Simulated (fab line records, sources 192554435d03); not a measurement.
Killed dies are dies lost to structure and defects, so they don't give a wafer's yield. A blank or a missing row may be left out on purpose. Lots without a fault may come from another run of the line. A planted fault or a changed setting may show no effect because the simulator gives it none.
A struck lot beside a sound one | flow n5_finfet | 18 steps out of a route of 1938
Sound: wafers L863.1, L863.5, L863.6. Struck: wafers L877.1, L877.3. (L877.2 of the same lot was not struck and is left out.) The cause comes at the end.
At each step with rows: each side's tool, then ch and its chambers, then its first start. Under that, the readings that differ: sound wafers | struck wafers | difference of the means | sigmas: that difference in standard deviations of wafers without a fault.
alike: readings whose means differ by less than 2 such deviations, and words and numbers that are the same on both sides. not compared: withheld readings, readings that some wafer has no value for, bounds like >300 that may hide the same value, and numbers for which the record gives no deviation and whose values overlap.
The two part at a step that has a row with sigmas, a row that says differs or no value, or rows on one side only. Numbers that don't overlap but have no deviation are shown without sigmas and don't part them. A reading that every wafer of one side lacks parts them only if that side has two wafers or more.

N5_BEOL_M14_CMP_49: polishes, stops on SiO2, t overpolish 5.2 s, target thk 560 nm.
  sound on cmp-03 ch 0,1, day 11 08:58; struck on cmp-03 ch 0,2, day 15 02:11
  alike: barrier_field_endpoint_s, edge_zone_pressure_frac, motor_current_A, overpolish_run_s, platen_rpm, time_to_endpoint_s
N5_BEOL_M14_THK_MEAS_50: measures by xrf.
  sound on film_metro-01, day 11 09:15; struck on film_metro-02, day 15 02:28
  alike: M14_THK
then, 1 step without rows for these wafers: N5_BEOL_M14_PRE_CLEAN_52 (time 15 s).
N5_BEOL_M14_DEP_53: deposits SiCN from 3MS/NH3, target thk 50 nm, time 17.8 s.
  sound on pecvd-01 ch 0,1, day 11 09:19; struck on pecvd-01 ch 1,2, day 15 02:32
  alike: showerhead_plenum_p_Torr, throttle_valve_pct
N5_BEOL_M14_RS_MEAS_54: measures by four-point-probe.
  sound on film_metro-02, day 11 09:23; struck on film_metro-02, day 15 02:36
  alike: M14_RS
N5_BEOL_M14_INSPECT_55: inspects for defects (darkfield).
  sound on defect_inspect-01, day 11 09:25; struck on defect_inspect-01, day 15 02:38
  alike: raw_defect_count
N5_BEOL_M15_ILD_DEP_00: deposits SiO2 from TEOS/O2, target thk 1629.3 nm, time 346.1 s.
  sound on pecvd-04 ch 0,1, day 11 09:26; struck on pecvd-04 ch 1,2, day 15 02:40
  alike: heater_power_w, showerhead_plenum_p_Torr, throttle_valve_pct
N5_BEOL_M15_THK_MEAS_01:
  sound on film_metro-02, day 11 09:41; struck on film_metro-02, day 15 02:55
  alike: M15_ILD_THK
then, 4 steps without rows for these wafers: N5_BEOL_M15_COAT_58 (time 60 s, resist thk 89 nm); N5_BEOL_M15_COAT_04 (resist thk 800 nm); N5_BEOL_M15_EBR_06; N5_BEOL_M15_SOFTBAKE_05 (time 60 s).
N5_BEOL_M15_EXPOSE_07: exposes mask V14.
  sound on krf_scanner-02 ch 0, day 11 09:57; struck on krf_scanner-01 ch 0, day 15 03:10
  alike: mask, exposure_dose_mJ_cm2
then, 3 steps without rows for these wafers: N5_BEOL_M15_PEB_08 (peb time 90 s); N5_BEOL_M15_DEVELOP_09 (develop time 45 s); N5_BEOL_M15_HARDBAKE_14 (time 120 s).
N5_BEOL_M15_CD_MEAS_10: target cd 360 nm.
  sound on cd_sem-01 ch 0, day 11 10:07; struck on cd_sem-03 ch 0, day 15 03:20
  reading    | sound             | struck      | difference | sigmas
  cd_nm (nm) | 356.8 358.6 359.7 | 378.2 377.9 | +19.7      | +13
N5_BEOL_M15_OVL_MEAS_11:
  sound on overlay-01 ch 0, day 11 10:09; struck on overlay-01 ch 0, day 15 03:22
  alike: V14_OVL

WHERE THEY PART
Only at N5_BEOL_M15_CD_MEAS_10, within this record. Later steps at which nothing parts them and some readings are alike: N5_BEOL_M15_OVL_MEAS_11.

WHY: what the simulator had put in
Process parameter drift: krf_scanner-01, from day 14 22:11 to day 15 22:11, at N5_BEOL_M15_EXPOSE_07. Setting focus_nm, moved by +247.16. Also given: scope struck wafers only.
